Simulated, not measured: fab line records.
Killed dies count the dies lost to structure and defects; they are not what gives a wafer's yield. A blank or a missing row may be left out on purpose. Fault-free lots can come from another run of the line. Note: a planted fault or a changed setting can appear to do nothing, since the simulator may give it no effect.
fab line records	flow n5-finfet
record lots=6	wafers=16	last-day=18
route steps=1938 shown BEOL_M12@1625 PASSIVATION@1936
lots untouched by any fault: they come from a run of this same line in which no faults occurred
start-h: the number of hours between the record's first day and the start of the first shown wafer of the lot	wait-h: how many hours have passed since the lot's step before this one	" repeats the value in the row above	L1.1+2: several wafers, shown together as one row	- either no value or no given start	* or withheld: withheld	< > ~ a bound
route shown NAME@n: a module of which the file shows steps, and the number in the route of the first	usual: the fault-free wafers' mean and standard deviation	same: alike in all rows	chamber/n: place in a boat	sites: each site's reading	_std_site: standard deviation across them	_edge_site: outer sites' mean less inner sites'	radius-mm: how far each site lies from the wafer's centre	mask NAME#n: copy n	behind: the tool/chamber that last shaped the wafer	hold: why the lot was held/for how many hours/how that ended	device: names the non-switching transistor (n, p or np)	end of line: the tests these same wafers got at the end of their route	where a step has no rows: the recipe by itself	killed: the dies lost at the first sort to structure and to defects; this is not the yield of the wafer	map: the dies of a wafer, with x for killed, . for not killed, _ for no die there
set.NAME: the setting that was run; set.NAME@STEP: the one run at that earlier step	model.NAME: the simulator's own value behind a step, which no gauge read
lots at some steps of the route; a table a step, a row a wafer
services: when a tool's chamber went out of use (start-h, in hours from the record's first day, below 0 if earlier), for how many hours, and the reason
## steps
# step N5_BEOL_M12_COAT_22
# recipe spin-rpm=2888	resist-thk-nm=300
# step N5_BEOL_M12_EBR_24
# recipe solvent=PGMEA	ebr-width-mm=1.5
# step N5_BEOL_M12_SOFTBAKE_23
# recipe temp-c=130	time-s=60
# step N5_BEOL_M12_EXPOSE_25
# recipe mask-id=M12	na=0.93	source-shape=conventional	sigma-outer=0.4	polarization=unpolarized	dose-mj=21.8
# step N5_BEOL_M12_PEB_26
# recipe peb-temp-c=130	peb-time-s=90
# step N5_BEOL_M12_DEVELOP_27
# recipe develop-time-s=45	rinse-liquid=diw	dry=air-spin	dev-temp-c=21
# step N5_BEOL_M12_HARDBAKE_32
# recipe temp-c=130	time-s=120
# step N5_BEOL_M12_CD_MEAS_28
# recipe target-cd-nm=160.2	landing-energy-ev=500	detector=se-inlens	polarity=opening
# usual cd-nm=159.9/1.6
lot.wafer	tool	chamber	start-h	wait-h	cd-nm
L737.2	cd-sem-03	0	264.00	-	157.8
L737.4	"	0	"	"	160.1
L737.5	"	0	"	"	160.2
L739.1	cd-sem-03	0	281.73	-	160.7
L739.2	"	0	"	"	160.4
L739.5	"	0	"	"	162.4
L748.4	cd-sem-02	0	343.33	-	160.8
L748.6	"	0	"	"	159.8
L751.1	cd-sem-01	0	358.74	-	156.2
L751.4	"	0	"	"	157.5
L753.3	cd-sem-02	0	378.92	-	160.3
L753.5	"	0	"	"	158.0
L753.6	"	0	"	"	160.9
L755.1	cd-sem-01	0	389.03	-	161.2
L755.5	"	0	"	"	157.8
L755.6	"	0	"	"	161.2
# step N5_BEOL_M12_OVL_MEAS_29
# recipe points-per-wafer=44
# usual M12_OVL=0/5.7
lot.wafer	tool	chamber	start-h	wait-h	M12_OVL[nm]
L737.2	overlay-02	0	264.02	0.0	-15
L737.4	"	0	"	"	-13
L737.5	"	0	"	"	0
L739.1	overlay-02	0	281.76	0.0	10
L739.2	"	0	"	"	5
L739.5	"	0	"	"	10
L748.4	overlay-01	0	343.35	0.0	3
L748.6	"	0	"	"	3
L751.1	overlay-02	0	358.77	0.0	4
L751.4	"	0	"	"	1
L753.3	overlay-01	0	378.95	0.0	-7
L753.5	"	0	"	"	3
L753.6	"	0	"	"	-1
L755.1	overlay-02	0	389.06	0.0	2
L755.5	"	0	"	"	2
L755.6	"	0	"	"	2
# step N5_BEOL_M12_INSPECT_30
# recipe mode=adi	inspect-instrument=macro
# usual raw-defect-count=2.1/1.6
lot.wafer	tool	chamber	start-h	wait-h	raw-defect-count
L737.2	defect-inspect-01	-	264.05	0.0	3
L737.4	"	-	"	"	1
L737.5	"	-	"	"	3
L739.1	defect-inspect-01	-	281.79	0.0	1
L739.2	"	-	"	"	1
L739.5	"	-	"	"	1
L748.4	defect-inspect-02	-	343.38	0.0	1
L748.6	"	-	"	"	1
L751.1	defect-inspect-01	-	358.79	0.0	0
L751.4	"	-	"	"	1
L753.3	defect-inspect-01	-	378.97	0.0	3
L753.5	"	-	"	"	2
L753.6	"	-	"	"	3
L755.1	defect-inspect-02	-	389.08	0.0	1
L755.5	"	-	"	"	0
L755.6	"	-	"	"	1
# step N5_BEOL_M12_DESCUM_33
# recipe chemistry=O2	time-s=7.9	source-power-w=50	bias-power-w=20	pressure-mtorr=20	rf-frequency-hz=2.712e+07	temp-c=40	o2-flow-sccm=225
# usual chamber-pressure-mTorr=20.000/0.019	drypump-motor-current-A=5.6/0.49	oes-product-au=0.77/0.075	rf-vpp-V=243.7/1.3	showerhead-plenum-p-Torr=2.14/0.064	temp-c=40.01/0.1	throttle-valve-pct=20.62/0.21
lot.wafer	tool	chamber	start-h	wait-h	chamber-pressure-mTorr	drypump-motor-current-A	oes-product-au	rf-hours-counter-h	rf-vpp-V	showerhead-plenum-p-Torr	temp-c	throttle-valve-pct
L737.2	rie-diel-03	1	264.08	0.0	20.000	5.3	0.77	147	243.2	2.11	40.02	20.57
L737.4	"	2	"	"	19.987	5.3	0.73	152	242.3	2.11	39.90	20.95
L737.5	"	2	"	"	19.997	5.3	0.73	-	242.6	2.11	39.98	20.94
L739.1	rie-diel-03	1	281.90	0.1	20.038	5.2	0.78	153	241.1	2.10	39.97	20.56
L739.2	"	0	"	"	20.005	5.7	0.71	184	244.3	2.16	40.18	20.50
L739.5	"	3	"	"	20.006	6.3	0.94	-	244.4	2.25	39.71	20.52
L748.4	rie-diel-03	2	343.55	0.2	19.988	5.3	0.72	-	241.3	2.10	40.00	20.99
L748.6	"	3	"	"	20.009	6.3	0.91	-	245.0	2.24	39.90	20.55
L751.1	rie-diel-03	1	358.83	0.0	19.985	5.2	0.75	174	242.3	2.10	39.94	20.60
L751.4	"	3	"	"	20.004	6.3	0.89	47	245.4	2.24	39.97	20.54
L753.3	rie-diel-05	1	379.01	0.0	19.979	5.6	0.78	139	242.5	2.02	40.15	20.53
L753.5	"	3	"	"	20.000	4.6	0.76	-	244.6	2.19	40.00	20.63
L753.6	"	2	"	"	20.028	5.6	0.79	-	244.5	2.19	40.02	20.49
L755.1	rie-diel-05	3	389.16	0.1	20.017	4.6	0.77	140	244.9	2.19	40.10	20.64
L755.5	"	1	"	"	20.029	5.6	0.78	-	243.8	2.01	40.26	20.52
L755.6	"	0	"	"	20.039	6.2	0.77	-	243.2	2.03	40.14	20.88
# step N5_BEOL_M12_ETCH_67
# recipe chemistry=CF4	target=SiARC	target-depth-a=1430	time-s=238.3	ion-energy-ev=80	pressure-mtorr=40	source-w=545	bias-w=36	Ar_flow_sccm=100	cf4-flow-sccm=100	ends=cleared
# usual chamber-pressure-mTorr=40.00/0.036	drypump-motor-current-A=5.6/0.49	etch-rf-on-time-s=238/6.8	oes-product-au=0.66/0.066	rf-vpp-V=184.6/1.1	showerhead-plenum-p-Torr=2.18/0.068	throttle-valve-pct=15.75/0.17
lot.wafer	tool	chamber	start-h	wait-h	chamber-pressure-mTorr	drypump-motor-current-A	etch-rf-on-time-s	oes-product-au	rf-hours-counter-h	rf-vpp-V	showerhead-plenum-p-Torr	throttle-valve-pct
L737.2	rie-diel-03	1	264.12	0.0	39.96	5.2	239	0.66	147	184.1	2.14	15.64
L737.4	"	2	"	"	39.98	5.3	242	0.63	152	184.5	2.15	15.99
L737.5	"	2	"	"	39.96	5.3	241	0.62	-	183.9	2.15	16.00
L739.1	rie-diel-03	1	281.94	0.0	40.11	5.2	245	0.65	153	184.3	2.14	15.65
L739.2	"	0	"	"	39.99	5.7	237	0.61	184	186.3	2.21	15.68
L739.5	"	3	"	"	40.06	6.3	233	0.81	-	187.0	2.29	15.59
L748.4	rie-diel-03	2	343.64	0.1	40.02	5.3	246	0.60	-	182.9	2.14	16.05
L748.6	"	3	"	"	39.97	6.3	229	0.78	-	184.9	2.29	15.64
L751.1	rie-diel-03	1	358.86	0.0	40.03	5.2	245	0.63	174	184.9	2.13	15.71
L751.4	"	3	"	"	39.96	6.3	231	0.77	47	184.8	2.28	15.66
L753.3	rie-diel-05	1	379.04	0.0	39.99	5.7	229	0.68	139	183.6	2.05	15.61
L753.5	"	3	"	"	40.01	4.6	246	0.64	-	184.5	2.24	15.81
L753.6	"	2	"	"	40.04	5.6	226	0.69	-	185.3	2.24	15.72
L755.1	rie-diel-05	3	389.19	0.0	39.99	4.6	248	0.64	140	185.2	2.24	15.84
L755.5	"	1	"	"	40.06	5.7	233	0.67	-	183.5	2.05	15.62
L755.6	"	0	"	"	40.04	6.2	248	0.64	-	183.3	2.06	15.87
# step N5_BEOL_M12_ETCH_68
# recipe chemistry=N2/H2	target=SOC	mask-material=SiARC	source-w=3000	bias-w=350	temp-c=40	time-s=285	ion-energy-ev=200	pressure-mtorr=30	n2-flow-sccm=200	h2-flow-sccm=200
# usual chamber-pressure-mTorr=30.000/0.028	drypump-motor-current-A=5.6/0.49	oes-product-au=0.77/0.072	rf-vpp-V=525.1/2.2	showerhead-plenum-p-Torr=2.59/0.081	temp-c=40.01/0.1	throttle-valve-pct=17.93/0.11
lot.wafer	tool	chamber	start-h	wait-h	chamber-pressure-mTorr	drypump-motor-current-A	oes-product-au	rf-hours-counter-h	rf-vpp-V	showerhead-plenum-p-Torr	temp-c	throttle-valve-pct	model.SiARC_of_BEOL_M12_COAT_66.thk-nm
L737.2	rie-diel-03	1	264.26	0.1	30.001	5.2	0.77	147	526.0	2.56	39.90	17.94	85.6
L737.4	"	2	"	"	29.961	5.3	0.74	152	525.1	2.53	39.86	18.04	85.8
L737.5	"	2	"	"	30.024	5.3	0.73	-	522.9	2.53	40.00	18.05	86.2
L739.1	rie-diel-03	1	282.33	0.3	29.948	5.2	0.76	153	523.5	2.55	40.02	17.93	86.4
L739.2	"	0	"	"	30.012	5.6	0.71	184	526.6	2.65	40.18	17.95	86.8
L739.5	"	3	"	"	29.989	6.3	0.94	-	528.8	2.72	39.91	17.75	86.4
L748.4	rie-diel-03	2	343.80	0.1	30.017	5.3	0.70	-	524.6	2.52	39.95	18.08	90.6
L748.6	"	3	"	"	30.019	6.3	0.89	-	527.6	2.71	39.91	17.79	86
L751.1	rie-diel-03	1	359.01	0.1	30.004	5.3	0.74	174	523.2	2.55	40.05	17.99	89.4
L751.4	"	3	"	"	29.960	6.4	0.88	47	528.5	2.71	39.89	17.81	89
L753.3	rie-diel-05	1	379.19	0.1	29.981	5.6	0.78	139	521.6	2.46	40.09	18.05	84.6
L753.5	"	3	"	"	30.002	4.6	0.78	-	526.6	2.65	40.05	17.90	85
L753.6	"	2	"	"	29.998	5.6	0.79	-	528.2	2.68	40.05	17.95	84.4
L755.1	rie-diel-05	3	389.34	0.1	29.970	4.6	0.76	140	526.4	2.65	40.08	17.91	87
L755.5	"	1	"	"	30.021	5.7	0.77	-	519.1	2.45	40.05	18.01	86.2
L755.6	"	0	"	"	29.960	6.2	0.76	-	520.0	2.43	39.92	17.97	86.6
# step N5_BEOL_M12_STRIP_69
# recipe chemistry=N2/H2	temp-c=40	n2-flow-sccm=200	h2-flow-sccm=200	rf-frequency-hz=6e+07
# step N5_PASSIVATION_PROBE_49
# usual defect-limited-yield=91.7/1.5	killed_at_M0_to_M3=32/10	killed_at_M4_up=14/5.3	killed-at-contacts=13/5.7	killed-at-front-end=37/10	killed-at-other=3.3/2.5	killed-dies=98/18	killed-open=65/13	killed-short=31/7.5	sort_bin_5_function=4.9/0.91	sort_bin_6_memory=3.1/0.71	sort-n-pass=1082/18	sort-yield-pct=91.7/1.5
# same gross-dies=1180	killed-at-back-side=0	sort_bin_4_leakage[%]=0	sort_bin_8_speed[%]=0
lot.wafer	tool	chamber	start-h	wait-h	defect-limited-yield[%]	killed_at_M0_to_M3	killed_at_M4_up	killed-at-contacts	killed-at-front-end	killed-at-other	killed-dies	killed-open	killed-short	sort_bin_5_function[%]	sort_bin_6_memory[%]	sort-n-pass	sort-yield-pct[%]
L737.2	prober-01	-	300.43	0.1	92.3	28	14	6	39	4	91	57	27	4.7	2.1	1089	92.3
L737.4	prober-01	-	300.53	0.2	94.5	18	4	12	29	2	65	46	19	3.1	2.4	1115	94.5
L737.5	prober-01	-	300.58	0.2	92.5	24	11	11	41	2	89	63	19	4.1	2.8	1091	92.5
# killed by level:class
L737.2 BEOL_M0_SAQP:geometric-particle:open=8 FIN_SAQP:geometric-particle:short=7 DUMMY_GATE:geometric-particle:open=7 BEOL_M0_SAQP:geometric-particle:short=7 BEOL_M4:geometric-particle:open=7 FIN_SAQP:geometric-particle:open=6 HKMG_FIN:area-etch=6 BEOL_M2:geometric-particle:open=5
L737.4 MOL_CONTACT_COAG:geometric-particle:open=11 BEOL_M0_SAQP:geometric-particle:open=8 STI_FIN_REVEAL:geometric-particle:open=7 BEOL_M1:geometric-particle:open=5 BEOL_M0_SAQP:geometric-particle:short=4 DUMMY_GATE:geometric-particle:short=3 DUMMY_GATE:geometric-particle:open=3 FIN_SAQP:geometric-particle:open=2
L737.5 MOL_CONTACT_COAG:geometric-particle:open=10 STI_FIN_REVEAL:geometric-particle:open=7 HKMG_FIN:area-etch=7 BEOL_M0_SAQP:geometric-particle:short=6 BEOL_M2:geometric-particle:open=6 BEOL_M4:geometric-particle:open=6 FIN_SAQP:geometric-particle:open=5 DUMMY_GATE:geometric-particle:open=5
## services
tool	chamber	start-h	hours	kind
rie-diel-05	1	270.84	14.1	repair
rie-diel-03	1	336.08	13.1	repair
## key
first-sign none at tools or gauges
model-effect step=N5_BEOL_M12_ETCH_68	value=SiARC_of_BEOL_M12_COAT_66.thk-nm	without=86.4	struck=89.67
met-at N5_BEOL_M12_ETCH_68
struck-wafers L748.4,L751.1,L751.4
onset-between 282.33 343.80
fault kind=process-parameter-drift	tool=rie-diel-03	chamber=-	onset-h=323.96	steps=N5_BEOL_M12_ETCH_68	channel=target-depth-a	offset=-789.87	shape=step	end-h=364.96	scope=struck-wafers-only	acts-in=these-recipes-only	stated=5700
